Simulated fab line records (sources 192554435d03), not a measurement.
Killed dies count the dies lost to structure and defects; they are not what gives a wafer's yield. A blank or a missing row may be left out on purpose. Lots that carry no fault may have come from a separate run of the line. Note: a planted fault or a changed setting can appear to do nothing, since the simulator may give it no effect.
A struck lot beside a sound one || flow n5Finfet || 20 steps out of a route of 1938
Sound: the wafers L190.1, L190.3, L190.6. Wafers L182.1, L182.3, L182.6 were the ones struck. The cause is named last.
For every step that has rows: the tool of each side, followed by ch and its chambers, followed by its first start. Under that, the readings that differ: sound wafers || struck wafers || difference of the means || sigmas: that difference in standard deviations of wafers without a fault.
alike: readings with means less than 2 such deviations apart, plus words and numbers identical on both sides. not compared: withheld readings, readings lacking a value on some wafer, bounds such as >300 that could conceal the same value, and numbers that have no deviation in the record and whose values overlap.
A row with sigmas, a row that says differs or no value, or rows on one side alone: a step with any of these is where the two part. Numbers that have no deviation but don't overlap get no sigmas and don't part them. A reading that every wafer of one side lacks parts them only if that side has two wafers or more.

first, 9 steps without rows for these wafers: N5_BEOL_M7_DESCUM_16 (chemistry O2, time 7.9 s); N5_BEOL_M7_ETCH_61 (etches SiARC in CF4, target depth 45.5 nm, time 75.8 s); N5_BEOL_M7_ETCH_62 (etches SOC in N2/H2, target depth 110 nm, overetch 22 nm, time 165 s); N5_BEOL_M7_STRIP_68 (strips in N2/H2); N5_BEOL_M7_STRIP_67 (strips in CF4); N5_BEOL_M7_HM_OPEN_17 (chemistry Cl2/BCl3, target TiN, target depth 20 nm, overetch 6 nm); N5_BEOL_M7_STRIP_19 (strips in O2); N5_BEOL_M7_COAT_63 (time 60 s, resist thk 60 nm); N5_BEOL_M7_COAT_64 (time 60 s, resist thk 12 nm).
N5_BEOL_M7_COAT_71: time 60 s, resist thk 5 nm.
  sound on lithoTrack-02 ch 0, day 13 07:29; struck on lithoTrack-01 ch 0, day 11 08:17
{"reading": "spinSpeedRpm (rpm)", "sound": "1499.0 1499.4 1498.4", "struck": "1554.7 1553.6 1554.0", "difference": "+55.2", "sigmas": "+61"}
then, 7 steps without rows for these wafers: N5_BEOL_M7_COAT_22 (resist thk 30 nm); N5_BEOL_M7_EBR_24; N5_BEOL_M7_SOFTBAKE_23 (time 60 s); N5_BEOL_M7_EXPOSE_25 (exposes mask V6, target cd 40 nm); N5_BEOL_M7_PEB_26 (peb time 60 s); N5_BEOL_M7_DEVELOP_27 (develop time 30 s); N5_BEOL_M7_DESCUM_33 (chemistry O2, time 7 s).
N5_BEOL_M7_ETCH_72: etches underlayer in N2/H2, target depth 6.5 nm, time 5.2 s.
  sound on rieDiel-05 ch 0,1, day 13 07:54; struck on rieDiel-06 ch 0,3, day 11 08:42
{"reading": "throttleValvePct (%)", "sound": "17.77 18.17 18.15", "struck": "17.56 17.44 17.57", "difference": -0.51, "sigmas": -2}
{"reading": "model.etch.depthNm (nm)", "sound": "5.026 5.012 5.006", "struck": "4.935 4.916 4.923", "difference": -0.090, "sigmas": ""}
  alike: drypumpMotorCurrentA, etchRfOnTimeS, oesProductAu, rfFwdPowerW, rfVppV, showerheadPlenumPTorr
  not compared: rfHoursCounterH
then, 1 step without rows for these wafers: N5_BEOL_M7_ETCH_65 (etches SiARC in CF4, target depth 15.6 nm, time 26 s).
N5_PASSIVATION_PROBE_49:
  the record has rows for the sound wafers here (prober-02, day 16 11:40) and none for the struck ones

== WHERE THEY PART ==
Last at N5_PASSIVATION_PROBE_49 as far as this record goes, first at N5_BEOL_M7_COAT_71.

WHY: what had been put in by the simulator
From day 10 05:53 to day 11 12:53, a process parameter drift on lithoTrack-01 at N5_BEOL_M7_COAT_71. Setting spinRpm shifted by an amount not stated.
